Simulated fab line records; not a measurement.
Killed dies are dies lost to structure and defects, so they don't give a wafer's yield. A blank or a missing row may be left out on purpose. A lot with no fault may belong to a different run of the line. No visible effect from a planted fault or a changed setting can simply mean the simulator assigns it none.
fab line records    flow n5_finfet
record: lots: 14  wafers: 41  last_day: 15
route steps=1938 shown FIN_SAQP@98
lots untouched by any fault: they come from a run of this same line in which no faults occurred
start_h: hours from the record's opening day to when the first of the lot's shown wafers began    wait_h: hours from the lot's prior step to this one    " identical to the entry in the row above    L1.1+2: several wafers, shown together as one row    - no value, or no start given    * or withheld: withheld    < > ~ a bound
route shown NAME@n: NAME is a module with steps in the file, n the number in the route of the first one    usual: mean/standard deviation taken from wafers without a fault    same: alike in all rows    chamber/n: place in a boat    sites: per-site readings    _std_site: the standard deviation of these    _edge_site: outer sites' mean less inner sites'    radius_mm: how far each site lies from the wafer's centre    mask NAME#n: copy n    behind: the most recent tool/chamber to have shaped the wafer    hold: reason for holding the lot/hours on hold/outcome of the hold    device: names the non-switching transistor (n, p or np)    end of line: the same wafers' tests at the end of the route    a step given without rows: its recipe and nothing more    killed: dies that structure and defects cost at the first sort, which is not the same as the wafer's yield    map: dies across one wafer; x = killed, . = not, _ = none there
set.NAME: the run value of the setting; set.NAME@STEP: its run value at that earlier step    model.NAME: the simulator's own value behind a step, which no gauge read
route steps across a sampled set of lots; one table per step, one row per wafer
services: a tool's chamber out of use, with start hour (start_h, from the record's first day; less than 0 if before it), hours out, and reason
== steps ==
step: N5_FIN_SAQP_PECVD_47
recipe: material: a-Si  target_thk_a: 450  temp_c: 400  precursor: SiH4/He  pressure_torr: 3  rf_w: 100  time_s: 36.3
usual: heater_power_outer_w: 550/77  heater_power_w: 909/110  showerhead_plenum_p_Torr: 5.69/0.035  throttle_valve_pct: 18.2/0.92
lot.wafer  tool      chamber  start_h  wait_h  heater_power_outer_w  heater_power_w  showerhead_plenum_p_Torr  throttle_valve_pct
L368.3     pecvd-03  2        20.64    0.0     553                   901             5.71                      17.1
L368.5     "         0        "        "       541                   871             5.75                      18.0
L368.6     "         1        "        "       521                   827             5.66                      17.7
L369.2     pecvd-01  1        28.62    0.0     587                   989             5.71                      18.7
L369.5     "         0        "        "       642                   1082            5.67                      17.5
L369.6     "         1        "        "       584                   992             5.70                      19.0
L370.1     pecvd-03  1        32.68    0.0     500                   809             5.64                      17.9
L370.4     "         1        "        "       487                   793             5.63                      17.8
L370.6     "         0        "        "       441                   737             5.73                      18.0
L372.3     pecvd-01  2        45.73    0.0     421                   702             5.70                      17.0
L372.4     "         1        "        "       501                   870             5.70                      18.6
L372.6     "         0        "        "       652                   1103            5.65                      17.4
L373.1     pecvd-01  2        51.54    0.0     441                   732             5.70                      16.7
L373.4     "         2        "        "       437                   727             5.68                      17.1
L373.6     "         1        "        "       503                   864             5.71                      18.6
L375.2     pecvd-01  0        63.56    0.0     732                   1129            5.66                      17.8
L375.4     "         2        "        "       477                   794             5.68                      17.1
L375.6     "         1        "        "       574                   988             5.71                      18.6
L376.2     pecvd-01  1        71.51    0.0     486                   888             5.71                      18.6
L376.3     "         0        "        "       713                   1166            5.67                      17.3
L376.6     "         1        "        "       495                   865             5.71                      18.9
L377.1     pecvd-04  0        75.87    0.0     502                   830             5.72                      19.9
L377.3     "         1        "        "       642                   1007            5.62                      19.2
L377.6     "         2        "        "       524                   891             5.69                      18.0
L378.1     pecvd-04  0        80.65    0.0     498                   824             5.72                      19.7
L378.2     "         1        "        "       644                   1026            5.64                      19.0
L378.5     "         1        "        "       656                   1007            5.64                      19.3
L379.4     pecvd-03  0        90.17    0.1     530                   870             5.75                      18.4
L379.5     "         2        "        "       565                   950             5.73                      17.5
L379.6     "         1        "        "       487                   794             5.64                      17.8
L380.2     pecvd-04  2        96.61    0.0     509                   880             5.71                      18.2
L380.4     "         0        "        "       563                   874             5.72                      20.0
L380.6     "         2        "        "       539                   919             5.70                      18.0
L381.1     pecvd-01  1        101.62   0.0     479                   835             5.69                      18.9
L381.2     "         0        "        "       754                   1158            5.65                      17.4
L381.3     "         2        "        "       465                   775             5.69                      17.1
L383.3     pecvd-03  0        111.25   0.0     506                   840             5.75                      17.9
L383.4     "         0        "        "       500                   825             5.73                      18.1
L385.3     pecvd-01  0        123.04   0.0     626                   1057            5.65                      17.4
L385.4     "         0        "        "       651                   1050            5.66                      17.6
L385.6     "         1        "        "       562                   946             5.70                      18.8
step: N5_FIN_SAQP_SPACER1_ALD_24
recipe: material: SiO2  target_thk_a: 203  temp_c: 300  ald_precursor_family: BDEAS  ald_co_reactant: O2-plasma  pulse_time_s: 1  purge_time_s: 2  co_reactant_purge_time_s: 2  ald_cycles: 218  pressure_torr: 2
usual: ald_cycles: 218/0  heater_power_outer_w: 277/38  heater_power_w: 491/49  precursor_pulse_height_rel: 0.999/0.019
lot.wafer  tool        chamber  start_h  wait_h  ald_cycles  heater_power_outer_w  heater_power_w  precursor_pulse_height_rel
L368.3     ald_sin-03  1        24.06    0.4     218         211                   414             0.992
L368.5     "           0        "        "       218         280                   491             1.016
L368.6     "           3        "        "       218         299                   529             0.985
L369.2     ald_sin-01  1        30.54    0.3     218         306                   509             0.983
L369.5     "           0        "        "       218         322                   567             1.005
L369.6     "           1        "        "       218         297                   502             1.029
L370.1     ald_sin-04  2        34.89    0.3     218         225                   429             1.003
L370.4     "           0        "        "       218         248                   470             1.001
L370.6     "           1        "        "       218         239                   451             0.988
L372.3     ald_sin-04  1        48.20    0.3     218         241                   454             0.978
L372.4     "           3        "        "       218         296                   502             1.013
L372.6     "           0        "        "       218         250                   461             0.984
L373.1     ald_sin-03  0        53.90    0.4     218         283                   482             1.013
L373.4     "           2        "        "       218         296                   506             0.957
L373.6     "           0        "        "       218         276                   493             0.981
L375.2     ald_sin-03  3        65.44    0.3     218         306                   525             1.005
L375.4     "           1        "        "       218         213                   412             1.006
L375.6     "           2        "        "       218         287                   494             1.018
L376.2     ald_sin-01  3        73.58    0.5     218         223                   433             0.966
L376.3     "           1        "        "       218         308                   499             0.971
L376.6     "           3        "        "       218         226                   437             1.015
L377.1     ald_sin-01  0        78.04    0.4     218         313                   577             1.000
L377.3     "           1        "        "       218         301                   499             1.007
L377.6     "           1        "        "       218         305                   503             0.996
L378.1     ald_sin-03  1        82.81    0.6     218         212                   407             0.994
L378.2     "           2        "        "       218         284                   488             0.992
L378.5     "           0        "        "       218         280                   495             1.006
L379.4     ald_sin-03  2        97.17    2.8     218         281                   494             1.020
L379.5     "           0        "        "       218         275                   495             1.009
L379.6     "           3        "        "       218         307                   517             0.986
L380.2     ald_sin-01  0        99.85    1.7     218         321                   566             0.988
L380.4     "           1        "        "       218         315                   498             0.959
L380.6     "           1        "        "       218         316                   495             1.001
L381.1     ald_sin-01  2        103.48   0.3     218         301                   537             0.982
L381.2     "           3        "        "       218         218                   410             0.996
L381.3     "           0        "        "       218         318                   568             0.954
L383.3     ald_sin-03  1        112.97   0.1     218         208                   412             0.996
L383.4     "           3        "        "       166         305                   519             1.003
L385.3     ald_sin-03  0        125.20   0.2     218         286                   498             0.996
L385.4     "           3        "        "       166         312                   542             1.014
L385.6     "           1        "        "       166         213                   413             0.987
step: N5_FIN_SAQP_CD_MEAS_27
recipe: target_cd_nm: 20  landing_energy_ev: 1000  detector: se_inlens  polarity: line
usual: cd_nm: 20.23/0.26
lot.wafer  tool       chamber  start_h  wait_h  cd_nm
L368.3     cd_sem-01  0        24.98    0.1     20.03
L368.5     "          0        "        "       20.66
L368.6     "          0        "        "       20.51
L369.2     cd_sem-02  0        31.46    0.1     20.09
L369.5     "          0        "        "       20.19
L369.6     "          0        "        "       20.31
L370.1     cd_sem-01  0        35.82    0.1     20.24
L370.4     "          0        "        "       20.34
L370.6     "          0        "        "       20.09
L372.3     cd_sem-03  0        49.24    0.1     20.26
L372.4     "          0        "        "       20.49
L372.6     "          0        "        "       20.63
L373.1     cd_sem-01  0        54.89    0.1     19.93
L373.4     "          0        "        "       20.17
L373.6     "          0        "        "       20.04
L375.2     cd_sem-02  0        66.42    0.1     20.42
L375.4     "          0        "        "       20.06
L375.6     "          0        "        "       20.44
L376.2     cd_sem-01  0        74.69    0.1     20.17
L376.3     "          0        "        "       19.90
L376.6     "          0        "        "       20.28
L377.1     cd_sem-03  0        78.96    0.1     20.13
L377.3     "          0        "        "       20.59
L377.6     "          0        "        "       20.09
L378.1     cd_sem-02  0        83.73    0.1     20.71
L378.2     "          0        "        "       20.25
L378.5     "          0        "        "       20.95
L379.4     cd_sem-03  0        97.83    0.1     20.11
L379.5     "          0        "        "       20.11
L379.6     "          0        "        "       20.07
L380.2     cd_sem-03  0        100.92   0.1     19.78
L380.4     "          0        "        "       20.23
L380.6     "          0        "        "       20.14
L381.1     cd_sem-02  0        104.44   0.1     20.36
L381.2     "          0        "        "       20.49
L381.3     "          0        "        "       20.10
L383.3     cd_sem-02  0        113.91   0.1     20.17
L383.4     "          0        "        "       15.48
L385.3     cd_sem-03  0        126.12   0.1     20.38
L385.4     "          0        "        "       15.91
L385.6     "          0        "        "       15.65
step: N5_FIN_SAQP_RECESS_63
recipe: chemistry: HF/NH3  target: SiO2  target_depth_a: 180  afs_cycles: 3  temp_c: 30  sublimation_temp_c: 180  sublimation_time_s: 60
usual: drypump_motor_current_A: 5.85/0.15  foreline_p_Torr: 0.1280/0.00046
lot.wafer  tool           chamber  start_h  wait_h  drypump_motor_current_A  foreline_p_Torr
L368.3     vapor_etch-02  1        25.37    0.2     5.70                     0.1274
L368.5     "              0        "        "       5.81                     0.1274
L368.6     "              1        "        "       5.70                     0.1274
L369.2     vapor_etch-02  0        31.73    0.1     5.82                     0.1289
L369.5     "              0        "        "       5.82                     0.1278
L369.6     "              1        "        "       5.70                     0.1276
L370.1     vapor_etch-01  1        36.09    0.1     6.07                     0.1281
L370.4     "              1        "        "       6.05                     0.1279
L370.6     "              1        "        "       6.05                     0.1269
L372.3     vapor_etch-02  0        49.70    0.2     5.82                     0.1284
L372.4     "              1        "        "       5.69                     0.1285
L372.6     "              1        "        "       5.70                     0.1278
L373.1     vapor_etch-02  0        55.24    0.1     5.82                     0.1277
L373.4     "              0        "        "       5.83                     0.1276
L373.6     "              1        "        "       5.70                     0.1278
L375.2     vapor_etch-02  0        66.83    0.1     5.83                     0.1273
L375.4     "              0        "        "       5.83                     0.1281
L375.6     "              0        "        "       5.81                     0.1283
L376.2     vapor_etch-02  1        74.96    0.1     5.71                     0.1279
L376.3     "              1        "        "       5.71                     0.1287
L376.6     "              1        "        "       5.71                     0.1277
L377.1     vapor_etch-01  1        79.31    0.1     6.10                     0.1269
L377.3     "              1        "        "       6.06                     0.1276
L377.6     "              1        "        "       6.08                     0.1277
L378.1     vapor_etch-02  1        84.19    0.1     5.71                     0.1279
L378.2     "              0        "        "       5.84                     0.1284
L378.5     "              1        "        "       5.70                     0.1277
L379.4     vapor_etch-02  0        98.21    0.2     5.84                     0.1273
L379.5     "              0        "        "       5.84                     0.1270
L379.6     "              1        "        "       5.72                     0.1282
L380.2     vapor_etch-01  0        101.19   0.1     5.75                     0.1279
L380.4     "              1        "        "       6.05                     0.1276
L380.6     "              0        "        "       5.75                     0.1285
L381.1     vapor_etch-02  1        104.71   0.1     5.70                     0.1283
L381.2     "              0        "        "       5.83                     0.1272
L381.3     "              0        "        "       5.83                     0.1283
L383.3     vapor_etch-02  1        114.29   0.2     5.71                     0.1288
L383.4     "              0        "        "       5.83                     0.1283
L385.3     vapor_etch-01  1        126.50   0.2     6.06                     0.1286
L385.4     "              0        "        "       5.75                     0.1280
L385.6     "              1        "        "       6.09                     0.1280
step: N5_FIN_SAQP_RECESS_71
recipe: chemistry: HF/NH3  target: SiO2  target_depth_a: 30  afs_cycles: 1  temp_c: 30  sublimation_temp_c: 180  sublimation_time_s: 60
usual: drypump_motor_current_A: 5.85/0.15  foreline_p_Torr: 0.1281/0.00058
lot.wafer  tool           chamber  start_h  wait_h  drypump_motor_current_A  foreline_p_Torr
L368.3     vapor_etch-01  1        26.14    0.1     6.07                     0.1275
L368.5     "              1        "        "       6.08                     0.1278
L368.6     "              1        "        "       6.09                     0.1278
L369.2     vapor_etch-01  1        32.37    0.1     6.07                     0.1290
L369.5     "              1        "        "       6.07                     0.1302
L369.6     "              1        "        "       6.07                     0.1291
L370.1     vapor_etch-01  1        37.06    0.0     6.05                     0.1273
L370.4     "              1        "        "       6.08                     0.1277
L370.6     "              1        "        "       6.08                     0.1280
L372.3     vapor_etch-02  1        50.36    0.1     5.71                     0.1283
L372.4     "              0        "        "       5.83                     0.1280
L372.6     "              0        "        "       5.83                     0.1287
L373.1     vapor_etch-02  0        55.85    0.0     5.84                     0.1276
L373.4     "              0        "        "       5.83                     0.1285
L373.6     "              0        "        "       5.82                     0.1285
L375.2     vapor_etch-02  0        67.68    0.0     5.84                     0.1267
L375.4     "              1        "        "       5.69                     0.1282
L375.6     "              0        "        "       5.82                     0.1270
L376.2     vapor_etch-02  1        75.57    0.0     5.71                     0.1283
L376.3     "              1        "        "       5.71                     0.1275
L376.6     "              0        "        "       5.83                     0.1283
L377.1     vapor_etch-01  1        80.03    0.2     6.06                     0.1288
L377.3     "              1        "        "       6.04                     0.1287
L377.6     "              0        "        "       5.76                     0.1281
L378.1     vapor_etch-02  1        85.29    0.5     5.70                     0.1281
L378.2     "              0        "        "       5.82                     0.1271
L378.5     "              1        "        "       5.71                     0.1276
L379.4     vapor_etch-02  1        98.74    0.1     5.69                     0.1281
L379.5     "              1        "        "       5.69                     0.1279
L379.6     "              0        "        "       5.83                     0.1279
L380.2     vapor_etch-02  1        101.87   0.0     5.70                     0.1285
L380.4     "              0        "        "       5.84                     0.1272
L380.6     "              1        "        "       5.71                     0.1284
L381.1     vapor_etch-01  1        105.32   0.0     6.05                     0.1281
L381.2     "              0        "        "       5.74                     0.1278
L381.3     "              1        "        "       6.10                     0.1275
L383.3     vapor_etch-02  0        114.82   0.1     5.83                     0.1285
L383.4     "              1        "        "       5.71                     0.1279
L385.3     vapor_etch-02  0        127.03   0.1     5.82                     0.1286
L385.4     "              1        "        "       5.72                     0.1284
L385.6     "              0        "        "       5.83                     0.1294
== services ==
tool           chamber  start_h  hours  kind
vapor_etch-01  0        -1.62    59.2   repair
ald_sin-01     3        3.24     29.3   repair
pecvd-04       2        3.68     5.5    scheduled_down
pecvd-04       0        10.81    5.5    scheduled_down
pecvd-04       2        17.85    5.5    repair
pecvd-03       1        22.79    2.5    repair
pecvd-04       1        40.86    5.5    scheduled_down
pecvd-04       -        51.99    1.1    repair
ald_sin-04     -        79.54    14.6   pm
ald_sin-01     -        85.29    14.0   pm
ald_sin-01     0        85.29    14.0   vent_cycle
ald_sin-01     1        85.29    14.0   vent_cycle
ald_sin-01     2        85.29    14.0   vent_cycle
ald_sin-01     3        85.29    14.0   vent_cycle
ald_sin-04     -        95.57    0.2    repair
ald_sin-01     0        99.29    -      clean
ald_sin-01     1        99.29    -      clean
ald_sin-01     2        99.29    -      clean
ald_sin-01     3        99.29    -      clean
pecvd-01       0        102.08   2.1    scheduled_down
ald_sin-04     3        103.49   7.6    repair
pecvd-04       0        105.24   3.2    repair
pecvd-01       1        126.99   2.1    scheduled_down
== key ==
first_sign: step: N5_FIN_SAQP_SPACER1_ALD_24  reading: ald_cycles  direction: down  sigmas: 99+  usual: *  struck: *
effect: step: N5_FIN_SAQP_CD_MEAS_27  reading: cd_nm  direction: down  sigmas: 17  usual: 20.23  struck: 15.68
met_at N5_FIN_SAQP_SPACER1_ALD_24
struck_lots L383,L385
struck_wafers L383.4,L385.4,L385.6
sort_left_out L383.4,L385.4,L385.6
tester_left_out L383,L385
not_acting_at N5_FIN_SAQP_PECVD_47,N5_FIN_SAQP_RECESS_63,N5_FIN_SAQP_RECESS_71
onset_between 97.17 112.97
fault: kind: process_parameter_drift  tool: ald_sin-03  chamber: -  onset_h: 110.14  steps: N5_FIN_SAQP_SPACER1_ALD_24  channel: ald_cycles  offset: *  shape: step  end_h: 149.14  scope: struck_wafers_only  acts_in: *  stated: *
tester_left_out: of these lots the tester's yield and bins aren't shown, on N5 and GAA mostly nor the transistor test; their killed dies are dies lost to structure and defects alone, not to doping, threshold or leakage, so they don't give the yield
sort_left_out: the simulated sort isn't trusted on such a fault, so these wafers' sort isn't shown, and their yield isn't known
